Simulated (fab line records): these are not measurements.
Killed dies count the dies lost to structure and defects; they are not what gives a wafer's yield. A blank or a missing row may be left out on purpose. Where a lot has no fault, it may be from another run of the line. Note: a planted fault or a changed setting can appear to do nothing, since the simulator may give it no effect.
Split-lot experiment || flow n5Finfet || route with 1938 steps; 7 lots, 39 wafers read

== SPLIT DETAILS ==
At N5_BEOL_M10_ILD_DEP_00 (deposits SiCOH lowk from DEMS/porogen, target thk 308.51 nm, time 58 s), the setting timeS was moved away from the recipe's 58 s on 12 of the 39 wafers read, by -41.1% to +47.0%. The other wafers ran this setting at the recipe's value.

== THE PATH FROM SPLIT TO READING: the file shows 1 step between them ==
- N5_BEOL_M10_CURE_71: cures SiCOH lowk, time 240 s

== THE READING ==
Values of M10_ILD_THK in nm from N5_BEOL_M10_THK_MEAS_01. A value of 266 nm with a standard deviation of 4 nm is what fault-free wafers of this fab line usually give.

{"wafer": "L077.1", "tool, chamber at the split": "pecvd-01, 1", "timeS as run, s": 58, "against the recipe": "recipe", "M10_ILD_THK, nm": 268, "against lot-mates on the recipe": "-"}
{"wafer": "L077.2", "tool, chamber at the split": "pecvd-01, 0", "timeS as run, s": 80.25, "against the recipe": "+38.4%", "M10_ILD_THK, nm": 367, "against lot-mates on the recipe": "+98"}
{"wafer": "L077.3", "tool, chamber at the split": "pecvd-01, 2", "timeS as run, s": 80.25, "against the recipe": "+38.4%", "M10_ILD_THK, nm": 364, "against lot-mates on the recipe": "+95"}
{"wafer": "L077.4", "tool, chamber at the split": "pecvd-01, 1", "timeS as run, s": 58, "against the recipe": "recipe", "M10_ILD_THK, nm": 272, "against lot-mates on the recipe": "-"}
{"wafer": "L077.5", "tool, chamber at the split": "pecvd-01, 2", "timeS as run, s": 80.25, "against the recipe": "+38.4%", "M10_ILD_THK, nm": 370, "against lot-mates on the recipe": "+101"}
{"wafer": "L077.6", "tool, chamber at the split": "pecvd-01, 0", "timeS as run, s": 58, "against the recipe": "recipe", "M10_ILD_THK, nm": 266, "against lot-mates on the recipe": "-"}
{"wafer": "L078.1", "tool, chamber at the split": "pecvd-02, 1", "timeS as run, s": 58, "against the recipe": "recipe", "M10_ILD_THK, nm": 260, "against lot-mates on the recipe": "-"}
{"wafer": "L078.2", "tool, chamber at the split": "pecvd-02, 2", "timeS as run, s": 85.25, "against the recipe": "+47.0%", "M10_ILD_THK, nm": 393, "against lot-mates on the recipe": "+124"}
{"wafer": "L078.3", "tool, chamber at the split": "pecvd-02, 0", "timeS as run, s": 85.25, "against the recipe": "+47.0%", "M10_ILD_THK, nm": 388, "against lot-mates on the recipe": "+119"}
{"wafer": "L078.4", "tool, chamber at the split": "pecvd-02, 1", "timeS as run, s": 85.25, "against the recipe": "+47.0%", "M10_ILD_THK, nm": 392, "against lot-mates on the recipe": "+123"}
{"wafer": "L078.5", "tool, chamber at the split": "pecvd-02, 0", "timeS as run, s": 58, "against the recipe": "recipe", "M10_ILD_THK, nm": 272, "against lot-mates on the recipe": "-"}
{"wafer": "L078.6", "tool, chamber at the split": "pecvd-02, 2", "timeS as run, s": 58, "against the recipe": "recipe", "M10_ILD_THK, nm": 274, "against lot-mates on the recipe": "-"}
{"wafer": "L080.2", "tool, chamber at the split": "pecvd-01, 0", "timeS as run, s": 58, "against the recipe": "recipe", "M10_ILD_THK, nm": 263, "against lot-mates on the recipe": "-"}
{"wafer": "L080.3", "tool, chamber at the split": "pecvd-01, 1", "timeS as run, s": 58, "against the recipe": "recipe", "M10_ILD_THK, nm": 269, "against lot-mates on the recipe": "-"}
{"wafer": "L080.4", "tool, chamber at the split": "pecvd-01, 1", "timeS as run, s": 58, "against the recipe": "recipe", "M10_ILD_THK, nm": 268, "against lot-mates on the recipe": "-"}
{"wafer": "L082.1", "tool, chamber at the split": "pecvd-02, 1", "timeS as run, s": 58, "against the recipe": "recipe", "M10_ILD_THK, nm": 261, "against lot-mates on the recipe": "-"}
{"wafer": "L082.2", "tool, chamber at the split": "pecvd-02, 0", "timeS as run, s": 58, "against the recipe": "recipe", "M10_ILD_THK, nm": 264, "against lot-mates on the recipe": "-"}
{"wafer": "L082.3", "tool, chamber at the split": "pecvd-02, 2", "timeS as run, s": 58, "against the recipe": "recipe", "M10_ILD_THK, nm": 263, "against lot-mates on the recipe": "-"}
{"wafer": "L082.4", "tool, chamber at the split": "pecvd-02, 1", "timeS as run, s": 58, "against the recipe": "recipe", "M10_ILD_THK, nm": 262, "against lot-mates on the recipe": "-"}
{"wafer": "L082.5", "tool, chamber at the split": "pecvd-02, 2", "timeS as run, s": 58, "against the recipe": "recipe", "M10_ILD_THK, nm": 268, "against lot-mates on the recipe": "-"}
{"wafer": "L082.6", "tool, chamber at the split": "pecvd-02, 0", "timeS as run, s": 58, "against the recipe": "recipe", "M10_ILD_THK, nm": 267, "against lot-mates on the recipe": "-"}
{"wafer": "L089.1", "tool, chamber at the split": "pecvd-02, 1", "timeS as run, s": 58, "against the recipe": "recipe", "M10_ILD_THK, nm": 262, "against lot-mates on the recipe": "-"}
{"wafer": "L089.2", "tool, chamber at the split": "pecvd-02, 0", "timeS as run, s": 58, "against the recipe": "recipe", "M10_ILD_THK, nm": 265, "against lot-mates on the recipe": "-"}
{"wafer": "L089.3", "tool, chamber at the split": "pecvd-02, 2", "timeS as run, s": 58, "against the recipe": "recipe", "M10_ILD_THK, nm": 265, "against lot-mates on the recipe": "-"}
{"wafer": "L089.4", "tool, chamber at the split": "pecvd-02, 1", "timeS as run, s": 58, "against the recipe": "recipe", "M10_ILD_THK, nm": 266, "against lot-mates on the recipe": "-"}
{"wafer": "L089.5", "tool, chamber at the split": "pecvd-02, 0", "timeS as run, s": 58, "against the recipe": "recipe", "M10_ILD_THK, nm": 266, "against lot-mates on the recipe": "-"}
{"wafer": "L089.6", "tool, chamber at the split": "pecvd-02, 2", "timeS as run, s": 58, "against the recipe": "recipe", "M10_ILD_THK, nm": 272, "against lot-mates on the recipe": "-"}
{"wafer": "L093.1", "tool, chamber at the split": "pecvd-01, 1", "timeS as run, s": 58, "against the recipe": "recipe", "M10_ILD_THK, nm": 268, "against lot-mates on the recipe": "-"}
{"wafer": "L093.2", "tool, chamber at the split": "pecvd-01, 0", "timeS as run, s": 34.15, "against the recipe": "-41.1%", "M10_ILD_THK, nm": 164, "against lot-mates on the recipe": -107}
{"wafer": "L093.3", "tool, chamber at the split": "pecvd-01, 2", "timeS as run, s": 58, "against the recipe": "recipe", "M10_ILD_THK, nm": 272, "against lot-mates on the recipe": "-"}
{"wafer": "L093.4", "tool, chamber at the split": "pecvd-01, 0", "timeS as run, s": 58, "against the recipe": "recipe", "M10_ILD_THK, nm": 272, "against lot-mates on the recipe": "-"}
{"wafer": "L093.5", "tool, chamber at the split": "pecvd-01, 2", "timeS as run, s": 34.15, "against the recipe": "-41.1%", "M10_ILD_THK, nm": 161, "against lot-mates on the recipe": -110}
{"wafer": "L093.6", "tool, chamber at the split": "pecvd-01, 1", "timeS as run, s": 34.15, "against the recipe": "-41.1%", "M10_ILD_THK, nm": 166, "against lot-mates on the recipe": -105}
{"wafer": "L097.1", "tool, chamber at the split": "pecvd-02, 2", "timeS as run, s": 34.55, "against the recipe": "-40.4%", "M10_ILD_THK, nm": 158, "against lot-mates on the recipe": -107}
{"wafer": "L097.2", "tool, chamber at the split": "pecvd-02, 0", "timeS as run, s": 58, "against the recipe": "recipe", "M10_ILD_THK, nm": 262, "against lot-mates on the recipe": "-"}
{"wafer": "L097.3", "tool, chamber at the split": "pecvd-02, 1", "timeS as run, s": 34.55, "against the recipe": "-40.4%", "M10_ILD_THK, nm": 157, "against lot-mates on the recipe": -108}
{"wafer": "L097.4", "tool, chamber at the split": "pecvd-02, 2", "timeS as run, s": 34.55, "against the recipe": "-40.4%", "M10_ILD_THK, nm": 161, "against lot-mates on the recipe": -104}
{"wafer": "L097.5", "tool, chamber at the split": "pecvd-02, 0", "timeS as run, s": 58, "against the recipe": "recipe", "M10_ILD_THK, nm": 267, "against lot-mates on the recipe": "-"}
{"wafer": "L097.6", "tool, chamber at the split": "pecvd-02, 1", "timeS as run, s": 58, "against the recipe": "recipe", "M10_ILD_THK, nm": 265, "against lot-mates on the recipe": "-"}

THE FIT
A straight line over all 39 wafers: M10_ILD_THK changes by +2.61 nm for each +1% of timeS; r = +1.00; the points scatter about the line by 3.8 nm.
The same after taking each lot's own level away (the mean of its wafers on the recipe; 39 wafers): +2.6 nm for each +1%; r = +1.00; scatter 3 nm.
Per that fit: largest timeS move, reading shift of 1.2e+02 nm.
The span of the lots' own levels, 264.2 to 270.7 nm, comes to 1.6 times the standard deviation stated above.
The two slopes agree, so the slope changes little with the lot-to-lot level.
Check: for one of the wafers moved furthest among these (+47.0%), held out of the fit, the line's prediction against its lot-mates is +122 nm. Against them it came out at +124 nm.

== THE WHOLE CHAIN: every reading that the file lists as answering this split, in the file's order ==
{"step": "N5_BEOL_M10_ILD_DEP_00", "what it does": "deposits SiCOH lowk from DEMS/porogen, target thk 308.51 nm, time 58 s", "reading": "SiCOH_lowk_of_BEOL_M10_ILD_DEP_00.thkNm (the simulator's own value, which no gauge read)", "change (the file's fit)": "+2.94 nm for each +1% of the setting", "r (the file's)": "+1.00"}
{"step": "N5_BEOL_M10_CURE_71", "what it does": "cures SiCOH lowk, time 240 s", "reading": "SiCOH_lowk_of_BEOL_M10_ILD_DEP_00.thkNm (the simulator's own value, which no gauge read)", "change (the file's fit)": "+2.6 nm for each +1% of the setting", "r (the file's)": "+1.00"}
{"step": "N5_BEOL_M10_THK_MEAS_01", "what it does": "", "reading": "M10_ILD_THK", "change (the file's fit)": "+2.6 for each +1% of the setting", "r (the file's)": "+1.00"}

== FILE'S OWN FIT ==
M10_ILD_THK changes by +2.6 nm for each +1% of timeS, r = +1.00.
